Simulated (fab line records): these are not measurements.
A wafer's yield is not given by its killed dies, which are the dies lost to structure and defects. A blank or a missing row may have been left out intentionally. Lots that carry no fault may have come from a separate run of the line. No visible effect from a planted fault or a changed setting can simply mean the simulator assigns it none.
fab line records -- flow nand_harc
record lots=7, wafers=21, last_day=24
route steps=1159 shown A_CHANNEL_HOLE_D1@486 A_CHANNEL_FILL_D1@490 END@1159
lots with no fault: from the same line, run without faults
start_h: start of the lot's first displayed wafer, in hours after the record's first day -- wait_h: hours since the lot's step before -- " same as the row above -- L1.1+2: a single row standing in for several wafers -- - value missing, or start not given -- * or withheld: withheld -- < > ~ a bound
route shown NAME@n: a module of which the file shows steps, and the number in the route of the first -- usual: average and standard deviation across the fault-free wafers -- same: alike in all rows -- chamber/n: place in a boat -- sites: the reading at each site -- _std_site: the standard deviation of these -- _edge_site: the outer-site mean with the inner-site mean subtracted -- radius_mm: for every site, how far away it sits from the centre of the wafer -- mask NAME#n: copy n -- behind: the last tool/chamber to shape the wafer -- hold: why the lot was held/for how many hours/how that ended -- device: whichever transistor did not switch (one of n, p or np) -- end of line: tests run on the same wafers once the route is complete -- for a step that has no rows: nothing shown but its recipe -- killed: the dies lost at the first sort to structure and to defects; this is not the yield of the wafer -- map: a wafer's dies, marking killed ones x, the rest . and places with no die _
set.NAME: the run value of the setting; set.NAME@STEP: its run value at that earlier step -- model.NAME: the simulator's own value behind a step, which no gauge read
lots at some steps of the route; a table a step, a row a wafer
services: the hour from which a tool's chamber was out of use, counted from the record's first day as start_h (under 0 if before that day), plus the number of hours and why
## steps
# step NHARC_A_CHANNEL_HOLE_D1_SRD_29
# step NHARC_A_CHANNEL_HOLE_D1_CD_MEAS_30
# usual cd_nm=90.5/1.6
lot.wafer,tool,chamber,start_h,wait_h,cd_nm
L471.1,cd_sem-01,-,191.32,-,90.9
L471.2,cd_sem-01,-,191.32,-,91.4
L471.3,cd_sem-01,-,191.32,-,92.8
L472.2,cd_sem-02,-,193.52,-,85.5
L472.3,cd_sem-02,-,193.52,-,89.7
L472.5,cd_sem-02,-,193.52,-,87.8
L473.1,cd_sem-02,-,202.12,-,90.3
L473.2,cd_sem-02,-,202.12,-,91.0
L473.4,cd_sem-02,-,202.12,-,89.9
L478.1,cd_sem-01,-,228.74,-,89.8
L478.2,cd_sem-01,-,228.74,-,92.5
L478.6,cd_sem-01,-,228.74,-,93.1
L482.3,cd_sem-02,-,256.19,-,89.4
L482.4,cd_sem-02,-,256.19,-,87.5
L482.5,cd_sem-02,-,256.19,-,87.9
L493.2,cd_sem-01,-,313.09,-,89.8
L493.3,cd_sem-01,-,313.09,-,91.6
L493.4,cd_sem-01,-,313.09,-,91.7
L491.2,cd_sem-02,-,317.28,-,92.7
L491.4,cd_sem-02,-,317.28,-,92.5
L491.6,cd_sem-02,-,317.28,-,91.1
# step NHARC_A_CHANNEL_HOLE_D1_XSEM_31
# recipe landing_energy_ev=35000
# usual bot_cd_nm=75.1/1.7, bow_nm=8.54/0.29, tilt_deg=0.08/0.047
lot.wafer,tool,chamber,start_h,wait_h,bot_cd_nm,bow_nm,tilt_deg
L471.1,xsem-01,0,191.40,0.1,76.0,8.43,0.09
L471.2,xsem-01,0,191.40,0.1,75.0,8.37,0.10
L471.3,xsem-01,0,191.40,0.1,77.3,8.41,0.10
L472.2,xsem-02,0,193.61,0.1,70.3,8.56,0.08
L472.3,xsem-02,0,193.61,0.1,74.4,8.59,0.08
L472.5,xsem-02,0,193.61,0.1,72.2,8.60,0.08
L473.1,xsem-01,0,202.20,0.1,76.5,8.54,0.03
L473.2,xsem-01,0,202.20,0.1,76.1,8.55,0.03
L473.4,xsem-01,0,202.20,0.1,75.0,8.41,0.04
L478.1,xsem-02,0,228.83,0.1,74.4,8.63,0.06
L478.2,xsem-02,0,228.83,0.1,76.9,8.59,0.06
L478.6,xsem-02,0,228.83,0.1,77.9,8.66,0.06
L482.3,xsem-02,0,256.30,0.1,74.4,8.88,0.10
L482.4,xsem-02,0,256.30,0.1,72.1,8.90,0.10
L482.5,xsem-02,0,256.30,0.1,72.2,8.84,0.10
L493.2,xsem-01,0,313.18,0.1,75.3,7.96,0.09
L493.3,xsem-01,0,313.18,0.1,76.2,8.09,0.09
L493.4,xsem-01,0,313.18,0.1,77.0,8.02,0.09
L491.2,xsem-02,0,317.37,0.1,77.2,8.26,0.05
L491.4,xsem-02,0,317.37,0.1,76.4,8.18,0.05
L491.6,xsem-02,0,317.37,0.1,76.0,8.21,0.06
# step NHARC_A_CHANNEL_HOLE_D1_INSPECT_40
# usual raw_defect_count=56/14
lot.wafer,tool,chamber,start_h,wait_h,raw_defect_count
L471.1,defect_inspect-02,-,191.50,-,43
L471.2,defect_inspect-02,-,191.50,-,32
L471.3,defect_inspect-02,-,191.50,-,52
L472.2,defect_inspect-02,-,193.71,-,69
L472.3,defect_inspect-02,-,193.71,-,60
L472.5,defect_inspect-02,-,193.71,-,58
L473.1,defect_inspect-01,-,202.30,-,47
L473.2,defect_inspect-01,-,202.30,-,53
L473.4,defect_inspect-01,-,202.30,-,30
L478.1,defect_inspect-01,-,228.93,-,36
L478.2,defect_inspect-01,-,228.93,-,45
L478.6,defect_inspect-01,-,228.93,-,47
L482.3,defect_inspect-01,-,256.39,-,38
L482.4,defect_inspect-01,-,256.39,-,52
L482.5,defect_inspect-01,-,256.39,-,28
L493.2,defect_inspect-01,-,313.27,-,44
L493.3,defect_inspect-01,-,313.27,-,47
L493.4,defect_inspect-01,-,313.27,-,58
L491.2,defect_inspect-01,-,317.46,-,51
L491.4,defect_inspect-01,-,317.46,-,68
L491.6,defect_inspect-01,-,317.46,-,37
# step NHARC_A_CHANNEL_FILL_D1_PRECLEAN_00
# recipe time_s=*, temp_c=50, bath_age_min=0, chemistry=SC1
# step NHARC_A_CHANNEL_FILL_D1_SRD_01
# step NHARC_A_CHANNEL_FILL_D1_ALD_02
# recipe target_thk_a=60, pulse_time_s=10, ald_cycles=60, temp_c=300, material=SiO2
# usual heater_power_w=485/57, precursor_pulse_height_rel=0.999/0.016
# same ald_cycles=60
lot.wafer,tool,chamber,start_h,wait_h,heater_power_w,precursor_pulse_height_rel
L471.1,ald_hk-02,2,194.68,-,633,0.997
L471.3,ald_hk-02,3,194.68,-,503,0.997
L471.2,ald_hk-02,1,194.68,-,466,1.002
L472.2,ald_hk-04,2,197.41,-,411,1.010
L472.3,ald_hk-04,3,197.41,-,439,0.987
L472.5,ald_hk-04,0,197.41,-,451,0.972
L473.1,ald_hk-01,1,202.57,-,418,0.979
L473.2,ald_hk-01,2,202.57,-,470,0.984
L473.4,ald_hk-01,3,202.57,-,434,1.010
L478.2,ald_hk-02,0,229.20,-,486,0.985
L478.1,ald_hk-02,1,229.20,-,480,0.984
L478.6,ald_hk-02,3,229.20,-,501,0.990
L482.4,ald_hk-02,0,256.65,-,481,0.998
L482.3,ald_hk-02,1,256.65,-,478,0.995
L482.5,ald_hk-02,0,256.65,-,483,1.020
L493.3,ald_hk-02,0,313.54,-,473,0.977
L493.4,ald_hk-02,1,313.54,-,462,0.982
L493.2,ald_hk-02,2,313.54,-,604,1.025
L491.4,ald_hk-02,2,317.67,-,615,0.982
L491.2,ald_hk-02,0,317.67,-,469,0.987
L491.6,ald_hk-02,2,317.67,-,611,1.004
# step NHARC_A_CHANNEL_FILL_D1_ALD_03
# recipe target_thk_a=60, pulse_time_s=60, ald_cycles=58, temp_c=630, pressure_torr=2, material=SiNx
# step NHARC_A_CHANNEL_FILL_D1_ALD_14
# recipe target_thk_a=25, pulse_time_s=10, ald_cycles=25, temp_c=300, material=SiO2
# usual heater_power_w=473/57, precursor_pulse_height_rel=0.997/0.021
# same ald_cycles=25
lot.wafer,tool,chamber,start_h,wait_h,heater_power_w,precursor_pulse_height_rel
L471.1,ald_hk-02,1,201.69,0.1,483,1.019
L471.3,ald_hk-02,2,201.69,0.1,643,1.018
L471.2,ald_hk-02,3,201.69,0.1,501,1.003
L472.3,ald_hk-04,1,201.69,0.1,491,0.976
L472.2,ald_hk-04,0,201.69,0.1,427,0.973
L472.5,ald_hk-04,1,201.69,0.1,496,0.977
L473.1,ald_hk-04,2,209.48,0.0,414,0.973
L473.2,ald_hk-04,0,209.48,0.0,443,0.993
L473.4,ald_hk-04,1,209.48,0.0,497,0.959
L478.2,ald_hk-04,3,234.76,0.1,457,1.004
L478.1,ald_hk-04,0,234.76,0.1,429,1.005
L478.6,ald_hk-04,3,234.76,0.1,449,0.990
L482.3,ald_hk-04,1,266.96,3.4,498,0.998
L482.4,ald_hk-04,3,266.96,3.4,451,0.990
L482.5,ald_hk-04,0,266.96,3.4,439,0.957
L493.2,ald_hk-04,0,320.47,0.1,449,0.967
L493.3,ald_hk-04,2,320.47,0.1,422,0.978
L493.4,ald_hk-04,3,320.47,0.1,445,0.965
L491.4,ald_hk-04,2,326.18,1.5,417,0.983
L491.2,ald_hk-04,0,326.18,1.5,445,1.018
L491.6,ald_hk-04,1,326.18,1.5,496,1.007
# step NHARC_A_CHANNEL_FILL_D1_ALD_15
# recipe target_thk_a=20, pulse_time_s=60, ald_cycles=19, temp_c=630, pressure_torr=2, material=SiNx
# step NHARC_A_CHANNEL_FILL_D1_ALD_16
# recipe target_thk_a=15, pulse_time_s=10, ald_cycles=15, temp_c=300, material=SiO2
# usual heater_power_w=474/56, precursor_pulse_height_rel=1.001/0.018
# same ald_cycles=15
lot.wafer,tool,chamber,start_h,wait_h,heater_power_w,precursor_pulse_height_rel
L471.1,ald_hk-04,3,206.88,0.1,449,0.971
L471.3,ald_hk-04,0,206.88,0.1,430,1.014
L471.2,ald_hk-04,2,206.88,0.1,421,1.019
L472.3,ald_hk-04,2,207.07,0.2,413,1.005
L472.2,ald_hk-04,0,207.07,0.2,447,1.017
L472.5,ald_hk-04,2,207.07,0.2,416,0.978
L473.4,ald_hk-02,3,214.69,0.1,501,0.968
L473.1,ald_hk-02,0,214.69,0.1,484,0.997
L473.2,ald_hk-02,2,214.69,0.1,628,0.972
L478.1,ald_hk-01,0,239.24,0.1,449,0.997
L478.2,ald_hk-01,2,239.24,0.1,451,0.992
L478.6,ald_hk-01,3,239.24,0.1,438,1.023
L482.4,ald_hk-02,0,272.22,0.1,479,0.999
L482.3,ald_hk-02,2,272.22,0.1,616,0.999
L482.5,ald_hk-02,1,272.22,0.1,478,1.007
L493.4,ald_hk-04,3,328.69,3.0,445,1.010
L493.2,ald_hk-04,0,328.69,3.0,432,0.985
L493.3,ald_hk-04,2,328.69,3.0,424,1.011
L491.4,ald_hk-02,0,331.44,0.1,464,1.009
L491.2,ald_hk-02,2,331.44,0.1,609,1.000
L491.6,ald_hk-02,0,331.44,0.1,476,1.000
# step NHARC_A_CHANNEL_FILL_D1_ANNEAL_17
# recipe temp_c=850, time_s=1800
# step NHARC_A_CHANNEL_FILL_D1_CVD_18
# recipe target_thk_a=30, temp_c=550, material=poly-Si
# usual zone_power_bottom_pct=10.18/0.23
lot.wafer,tool,chamber,start_h,wait_h,zone_power_bottom_pct
L471.1,lpcvd_poly-03,0,216.42,-,10.32
L471.2,lpcvd_poly-03,0,216.42,-,10.29
L471.3,lpcvd_poly-03,0,216.42,-,10.48
L472.2,lpcvd_poly-03,0,216.42,-,10.66
L472.3,lpcvd_poly-03,0,216.42,-,10.55
L472.5,lpcvd_poly-03,0,216.42,-,10.38
L473.1,lpcvd_poly-03,0,224.25,-,10.36
L473.2,lpcvd_poly-03,0,224.25,-,10.38
L473.4,lpcvd_poly-03,0,224.25,-,10.44
L473.1,lpcvd_poly-01,0,226.49,0.5,9.77
L473.2,lpcvd_poly-01,0,226.49,0.5,9.97
L473.4,lpcvd_poly-01,0,226.49,0.5,10.08
L478.1,lpcvd_poly-01,0,249.16,-,9.99
L478.2,lpcvd_poly-01,0,249.16,-,9.91
L478.6,lpcvd_poly-01,0,249.16,-,9.90
L478.1,lpcvd_poly-01,0,251.38,0.5,9.81
L478.2,lpcvd_poly-01,0,251.38,0.5,9.89
L478.6,lpcvd_poly-01,0,251.38,0.5,10.08
L482.3,lpcvd_poly-02,0,282.21,-,10.25
L482.4,lpcvd_poly-02,0,282.21,-,10.21
L482.5,lpcvd_poly-02,0,282.21,-,10.27
L482.3,lpcvd_poly-02,0,284.42,0.5,10.29
L482.4,lpcvd_poly-02,0,284.42,0.5,10.40
L482.5,lpcvd_poly-02,0,284.42,0.5,10.23
L491.2,lpcvd_poly-03,0,338.23,-,10.31
L491.4,lpcvd_poly-03,0,338.23,-,10.04
L491.6,lpcvd_poly-03,0,338.23,-,10.43
L493.2,lpcvd_poly-03,0,338.23,-,10.29
L493.3,lpcvd_poly-03,0,338.23,-,10.42
L493.4,lpcvd_poly-03,0,338.23,-,10.40
# step NHARC_A_CHANNEL_FILL_D1_ETCHBACK_19
# recipe target_depth_a=50, time_s=1.7, hbr_flow_sccm=150, cl2_flow_sccm=50, rf_w=400, icp_w=400, bias_w=100, chemistry=HBr/Cl2
# usual drypump_motor_current_A=5.8/0.53, hbr_flow_sccm=150.0/0.44, he_backside_leak_sccm=2.7/0.33, oes_product_au=0.996/0.012, throttle_valve_pct=26.404/0.0092
# same time_s=1.7
lot.wafer,tool,chamber,start_h,wait_h,drypump_motor_current_A,hbr_flow_sccm,he_backside_leak_sccm,oes_product_au,rf_hours_counter_h,throttle_valve_pct
L471.2,rie_si-04,2,218.47,0.4,5.9,150.7,2.7,0.997,1.1,26.403
L471.3,rie_si-04,3,218.47,0.4,6.1,150.5,2.5,1.007,1.0,26.407
L471.1,rie_si-04,0,218.47,0.4,5.6,149.7,2.9,1.005,1.0,26.392
L472.2,rie_si-06,0,218.48,0.4,5.5,149.4,2.4,1.011,0.3,26.401
L472.3,rie_si-06,1,218.48,0.4,6.5,149.8,3.0,0.990,0.2,26.410
L472.5,rie_si-06,3,218.48,0.4,5.0,150.0,3.1,0.978,-,26.399
L473.4,rie_si-06,2,228.91,0.7,5.4,149.6,2.5,0.999,0.3,26.402
L473.2,rie_si-06,3,228.91,0.7,4.9,150.7,3.0,0.974,0.4,26.401
L473.1,rie_si-06,0,228.91,0.7,5.6,150.2,2.3,0.989,0.4,26.416
L478.2,rie_si-02,3,253.81,0.7,6.8,149.4,2.8,1.016,0.2,26.415
L478.1,rie_si-02,0,253.81,0.7,5.9,149.4,2.8,0.998,0.2,26.405
L478.6,rie_si-02,2,253.81,0.7,5.3,149.5,2.8,1.002,-,26.420
L482.3,rie_si-06,2,286.82,0.7,5.5,150.0,2.5,0.990,0.7,26.401
L482.4,rie_si-06,1,286.82,0.7,6.5,150.4,3.0,0.983,-,26.384
L482.5,rie_si-06,0,286.82,0.7,5.6,149.9,2.5,0.985,-,26.409
L493.4,rie_si-06,3,340.32,0.4,5.0,150.4,3.1,0.977,1.2,26.398
L493.3,rie_si-06,0,340.32,0.4,5.5,150.4,2.3,0.997,1.4,26.401
L493.2,rie_si-06,1,340.32,0.4,6.5,150.2,3.0,0.997,1.3,26.402
L491.2,rie_si-02,0,340.34,0.4,5.9,149.7,2.8,0.995,1.0,26.397
L491.4,rie_si-02,1,340.34,0.4,5.7,150.3,2.5,1.014,1.0,26.410
L491.6,rie_si-02,2,340.34,0.4,5.3,150.0,2.6,1.006,-,26.406
# step NHARC_END_SORT_01
# recipe temp_c=25
# usual killed_at_array=27/11, killed_at_other=0.7/1.1, killed_at_periphery=3.6/2.4, killed_dies=32/11, killed_open=3.3/1.8, killed_short=2.1/1.5
# same gross_dies=677
lot.wafer,tool,chamber,start_h,wait_h,killed_at_array,killed_at_other,killed_at_periphery,killed_dies,killed_open,killed_short
L473.1,prober-02,0,477.85,4.2,672,0,5,677,2,3
L473.2,prober-02,0,478.63,4.5,676,0,1,677,4,2
L473.4,prober-02,0,480.21,5.1,675,1,1,677,1,3
L478.1,prober-01,0,503.16,3.5,674,0,3,677,2,1
L478.2,prober-01,0,503.95,3.7,675,1,1,677,2,0
L478.6,prober-01,0,507.09,4.8,672,0,5,677,9,1
L482.3,prober-01,0,522.02,5.8,674,0,3,677,0,2
L482.4,prober-01,0,522.82,6.1,677,0,0,677,4,0
L482.5,prober-01,0,523.62,6.4,675,0,2,677,6,0
# killed by level:class
L473.1 A_CHANNEL_FILL_D1:area_cvd=650 A_CHANNEL_HOLE_D1:chamber_film_flake=10 A_SLIT:chamber_film_flake=6 P_ZERO_WELL:chamber_film_flake=2 A_STAIRCASE:chamber_film_flake=2 P_GATE:geometric_particle:short=1 P_GATE:geometric_particle:open=1 P_CONTACT:geometric_particle:short=1
L473.2 A_CHANNEL_FILL_D1:area_cvd=643 A_CHANNEL_HOLE_D1:chamber_film_flake=13 A_SLIT:chamber_film_flake=8 A_CONTACT:chamber_film_flake=3 A_WL_FILL:geometric_particle:open=2 A_STAIRCASE:chamber_film_flake=2 A_SOURCE_PLATE:geometric_particle:short=1 A_CHANNEL_FILL_D1:geometric_particle:open=1
L473.4 A_CHANNEL_FILL_D1:area_cvd=644 A_SLIT:chamber_film_flake=11 A_CHANNEL_HOLE_D1:chamber_film_flake=10 A_STAIRCASE:chamber_film_flake=3 A_WL_FILL:geometric_particle:short=2 A_CONTACT:chamber_film_flake=2 A_CONTACT:geometric_particle:open=1 A_M1:geometric_particle:short=1
L478.1 A_CHANNEL_FILL_D1:area_cvd=655 A_STAIRCASE:chamber_film_flake=5 A_SLIT:chamber_film_flake=5 A_CHANNEL_HOLE_D1:chamber_film_flake=3 A_CONTACT:chamber_film_flake=3 P_ZERO_WELL:chamber_film_flake=2 A_CHANNEL_FILL_D1:geometric_particle:short=1 A_SGD_CUT:geometric_particle:open=1
L478.2 A_CHANNEL_FILL_D1:area_cvd=648 A_SLIT:chamber_film_flake=10 A_STAIRCASE:chamber_film_flake=8 A_CHANNEL_HOLE_D1:chamber_film_flake=4 A_CONTACT:chamber_film_flake=3 A_CONTACT:geometric_particle:open=1 P_CONTACT:chamber_film_flake=1 STARTING-WAFER:geometric_particle:open=1
L478.6 A_CHANNEL_FILL_D1:area_cvd=642 A_SLIT:chamber_film_flake=11 A_STAIRCASE:chamber_film_flake=4 A_CONTACT:geometric_particle:open=3 A_CHANNEL_HOLE_D1:chamber_film_flake=3 A_CONTACT:chamber_film_flake=3 P_STI:geometric_particle:open=1 P_M0:geometric_particle:open=1
L482.3 A_CHANNEL_FILL_D1:area_cvd=635 A_SLIT:chamber_film_flake=23 A_CONTACT:chamber_film_flake=10 A_CHANNEL_HOLE_D1:chamber_film_flake=4 P_ZERO_WELL:geometric_particle:short=1 A_CONTACT:geometric_particle:short=1 P_ZERO_WELL:chamber_film_flake=1 P_M1:chamber_film_flake=1
L482.4 A_CHANNEL_FILL_D1:area_cvd=647 A_SLIT:chamber_film_flake=10 A_CONTACT:chamber_film_flake=9 A_CHANNEL_HOLE_D1:chamber_film_flake=4 A_STAIRCASE:chamber_film_flake=3 A_ONON_D1:geometric_particle:open=1 A_CHANNEL_HOLE_D1:geometric_particle:open=1 A_WL_FILL:geometric_particle:open=1
L482.5 A_CHANNEL_FILL_D1:area_cvd=645 A_SLIT:chamber_film_flake=14 A_CONTACT:chamber_film_flake=8 A_M0:geometric_particle:open=2 A_STAIRCASE:chamber_film_flake=2 P_GATE:geometric_particle:open=1 A_ONON_D1:geometric_particle:open=1 A_CHANNEL_FILL_D1:geometric_particle:open=1
# map L473.1 (x killed, . not)
____________x____________
_________xxxxxxx_________
_______xxxxxxxxxxx_______
______xxxxxxxxxxxxx______
_____xxxxxxxxxxxxxxx_____
____xxxxxxxxxxxxxxxxx____
____xxxxxxxxxxxxxxxxx____
___xxxxxxxxxxxxxxxxxxx___
___xxxxxxxxxxxxxxxxxxx___
__xxxxxxxxxxxxxxxxxxxxx__
__xxxxxxxxxxxxxxxxxxxxx__
_xxxxxxxxxxxxxxxxxxxxxxx_
_xxxxxxxxxxxxxxxxxxxxxxx_
_xxxxxxxxxxxxxxxxxxxxxxx_
_xxxxxxxxxxxxxxxxxxxxxxx_
_xxxxxxxxxxxxxxxxxxxxxxx_
xxxxxxxxxxxxxxxxxxxxxxxxx
xxxxxxxxxxxxxxxxxxxxxxxxx
xxxxxxxxxxxxxxxxxxxxxxxxx
xxxxxxxxxxxxxxxxxxxxxxxxx
xxxxxxxxxxxxxxxxxxxxxxxxx
_xxxxxxxxxxxxxxxxxxxxxxx_
_xxxxxxxxxxxxxxxxxxxxxxx_
_xxxxxxxxxxxxxxxxxxxxxxx_
_xxxxxxxxxxxxxxxxxxxxxxx_
_xxxxxxxxxxxxxxxxxxxxxxx_
__xxxxxxxxxxxxxxxxxxxxx__
__xxxxxxxxxxxxxxxxxxxxx__
___xxxxxxxxxxxxxxxxxxx___
___xxxxxxxxxxxxxxxxxxx___
____xxxxxxxxxxxxxxxxx____
____xxxxxxxxxxxxxxxxx____
_____xxxxxxxxxxxxxxx_____
______xxxxxxxxxxxxx______
_______xxxxxxxxxxx_______
_________xxxxxxx_________
____________x____________
# map L478.1 (x killed, . not)
____________x____________
_________xxxxxxx_________
_______xxxxxxxxxxx_______
______xxxxxxxxxxxxx______
_____xxxxxxxxxxxxxxx_____
____xxxxxxxxxxxxxxxxx____
____xxxxxxxxxxxxxxxxx____
___xxxxxxxxxxxxxxxxxxx___
___xxxxxxxxxxxxxxxxxxx___
__xxxxxxxxxxxxxxxxxxxxx__
__xxxxxxxxxxxxxxxxxxxxx__
_xxxxxxxxxxxxxxxxxxxxxxx_
_xxxxxxxxxxxxxxxxxxxxxxx_
_xxxxxxxxxxxxxxxxxxxxxxx_
_xxxxxxxxxxxxxxxxxxxxxxx_
_xxxxxxxxxxxxxxxxxxxxxxx_
xxxxxxxxxxxxxxxxxxxxxxxxx
xxxxxxxxxxxxxxxxxxxxxxxxx
xxxxxxxxxxxxxxxxxxxxxxxxx
xxxxxxxxxxxxxxxxxxxxxxxxx
xxxxxxxxxxxxxxxxxxxxxxxxx
_xxxxxxxxxxxxxxxxxxxxxxx_
_xxxxxxxxxxxxxxxxxxxxxxx_
_xxxxxxxxxxxxxxxxxxxxxxx_
_xxxxxxxxxxxxxxxxxxxxxxx_
_xxxxxxxxxxxxxxxxxxxxxxx_
__xxxxxxxxxxxxxxxxxxxxx__
__xxxxxxxxxxxxxxxxxxxxx__
___xxxxxxxxxxxxxxxxxxx___
___xxxxxxxxxxxxxxxxxxx___
____xxxxxxxxxxxxxxxxx____
____xxxxxxxxxxxxxxxxx____
_____xxxxxxxxxxxxxxx_____
______xxxxxxxxxxxxx______
_______xxxxxxxxxxx_______
_________xxxxxxx_________
____________x____________
## services
tool,chamber,start_h,hours,kind
rie_si-06,-,183.00,9.0,pm
ald_hk-04,-,187.27,10.0,pm
ald_hk-04,0,187.27,10.0,vent_cycle
ald_hk-04,1,187.27,10.0,vent_cycle
ald_hk-04,2,187.27,10.0,vent_cycle
ald_hk-04,3,187.27,10.0,vent_cycle
rie_si-06,-,193.14,0.2,repair
ald_hk-04,0,197.27,-,clean
ald_hk-04,1,197.27,-,clean
ald_hk-04,2,197.27,-,clean
ald_hk-04,3,197.27,-,clean
ald_hk-01,-,206.34,0.9,repair
rie_si-02,-,211.00,9.0,pm
ald_hk-01,-,216.59,1.0,repair
ald_hk-01,-,228.79,10.0,pm
rie_si-02,-,245.00,1.7,repair
rie_si-04,-,276.00,9.0,pm
rie_si-06,3,283.06,4.3,repair
ald_hk-02,-,285.12,10.0,pm
ald_hk-02,0,285.12,10.0,vent_cycle
ald_hk-02,1,285.12,10.0,vent_cycle
rie_si-06,0,286.97,2.3,repair
xsem-02,-,302.00,14.0,pm
ald_hk-01,-,315.47,0.6,repair
## key
first_sign step=NHARC_A_CHANNEL_FILL_D1_CVD_18, reading=visit, direction=added
effect step=NHARC_END_SORT_01, reading=killed_at_array, direction=up, sigmas=60, usual=27, struck=674
more_kills_born_at NHARC_A_CHANNEL_FILL_D1_CVD_18@lpcvd_poly-01=3882, NHARC_A_CHANNEL_FILL_D1_CVD_18@lpcvd_poly-02=1928
met_at NHARC_A_CHANNEL_FILL_D1_CVD_18
struck_wafers L473.1,L473.2,L473.4,L478.1,L478.2,L478.6,L482.3,L482.4,L482.5
later_rows_left_out L473.1,L473.2,L473.4,L478.1,L478.2,L478.6,L482.3,L482.4,L482.5
tester_left_out L473,L478,L482
fault kind=repeated_step_whole, tool=lpcvd_poly-01,lpcvd_poly-02,lpcvd_poly-03, chamber=-, onset_h=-, steps=NHARC_A_CHANNEL_FILL_D1_CVD_18, times=1, scope=struck_lots_only
# tester_left_out: of these lots the tester's yield and bins aren't shown, on N5 and GAA mostly nor the transistor test; their killed dies are dies lost to structure and defects alone, not to doping, threshold or leakage, so they don't give the yield
# later_rows_left_out: the simulator's readings of these wafers behind a module that went badly wrong aren't trusted and aren't shown, but for the sort
